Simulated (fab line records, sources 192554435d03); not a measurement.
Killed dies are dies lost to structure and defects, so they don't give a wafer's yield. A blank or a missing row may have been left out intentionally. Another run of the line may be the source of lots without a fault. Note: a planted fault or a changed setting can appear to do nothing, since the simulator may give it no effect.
Code-filled problem report in 8D (eight disciplines) form | flow n5_finfet | the parts of the form that need people (team, actions taken, sign-off) are left out

## 1. WHAT WENT WRONG
barrier_field_endpoint_s at N5_BEOL_M13_CMP_49 reads a mean of 18.4 s on 9 wafers of 3 lots; wafers without a fault read 30.5 s with a standard deviation of 0.85. Relative to the usual mean, that is a shift of -14 standard deviations.
The step: polishes, stops on SiOC, t overpolish 17.1 s, target thk 420 nm.
The first sign was on wafer L307.2 at day 14 04:42, on cmp-04. Wafers with a number at this step in the record: 24, from 8 lots. Rule for "out" (also "out of limits"): further than 4 standard deviations from the usual mean. The rest of the wafers with a number are treated as sound.

## 2. WHAT IT IS, WHAT IT ISN'T
question                    | is                       | is not
which readings at this step | barrier_field_endpoint_s | clearing_platen_rpm, motor_current_A
which lots                  | L307, L308, L310         | L296, L298, L315, L316, L318
which wafers of those lots  | all that have a number   | -
read on which tools         | cmp-01, cmp-04           | cmp-02
when                        | from day 14 04:42        | up to then (6 sound wafers); but 9 sound wafers of L315, L316, L318 came after

## 3. THE SUSPECTS, EACH WITH WHAT RULES IT OUT
Counting: any tool at a process step up to the reading is kept as a suspect provided that every lot that is out went through it and no sound lot did after the first of them.
- pvd_sputter-02 at N5_BEOL_M13_SPUTTER_43 (material TaN, target thk 15 nm, time 24.19 s): ruled out as a lasting fault. After its first lot that is out, L307 (day 14 03:58), sound lots L318 ran on it.
- pvd_sputter-02 at N5_BEOL_M13_SPUTTER_44 (material Ta, target thk 10 nm, time 16.13 s): ruled out as a lasting fault. After its first lot that is out, L307 (day 14 04:02), sound lots L318 ran on it.
Left after counting: nothing in the record.

## 4. THE CAUSE (what the simulator had put in)
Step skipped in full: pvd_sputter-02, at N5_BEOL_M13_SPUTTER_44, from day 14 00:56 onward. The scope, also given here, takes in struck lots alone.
It was ruled out by counting, in error; the rule expects a fault to strike all lots run on its tool from its start on, and this fault did not.

## 5. THE EFFECT CHAIN, in route order
Each row: a reading where the mean over the struck wafers with a number is more than 3 standard deviations away from the usual. Only readings whose record carries a usual standard deviation are examined. hours: median over the lots of the time between each lot's start at the first step of this table that gives one and its start at this step. sigmas: the change, counted in usual standard deviations.
hours | step                    | reading                  | usual  | on struck wafers | change | sigmas
0     | N5_BEOL_M13_CMP_49      | barrier_field_endpoint_s | 30.5 s | 18.4             | -12.1  | -14
36    | N5_PASSIVATION_PROBE_49 | defect_limited_yield     | 90.9 % | 82.2             | -8.7   | -5.8
36    | N5_PASSIVATION_PROBE_49 | killed_at_M4_up          | 14     | 121              | +107   | +21
36    | N5_PASSIVATION_PROBE_49 | killed_dies              | 108    | 211              | +103   | +5.7
36    | N5_PASSIVATION_PROBE_49 | sort_bin_5_function      | 5.4 %  | 13.8             | +8.4   | +8.4
36    | N5_PASSIVATION_PROBE_49 | sort_bin_8_speed         | 0.00 % | 0.05             | +0.05  | +4.6
36    | N5_PASSIVATION_PROBE_49 | sort_n_pass              | 1072   | 969              | -103   | -5.7
The process steps in it:
- N5_BEOL_M13_CMP_49: polishes, stops on SiOC, t overpolish 17.1 s, target thk 420 nm.
- N5_PASSIVATION_PROBE_49
Readings that are blank on the struck wafers while sound wafers have them: bias_v at N5_BEOL_M13_SPUTTER_44; cathode_dc_power_W at N5_BEOL_M13_SPUTTER_44; throttle_valve_pct at N5_BEOL_M13_SPUTTER_44.

## 6. WHAT WOULD HAVE CAUGHT IT SOONER
First out-of-limits reading in this record: day 14 04:42, which is 4 hours after fault onset at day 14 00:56.
At N5_BEOL_M13_SPUTTER_44 the tool's readings are blank on the struck wafers, where sound wafers have them: an empty tool record is the first sign, and it was there at once.
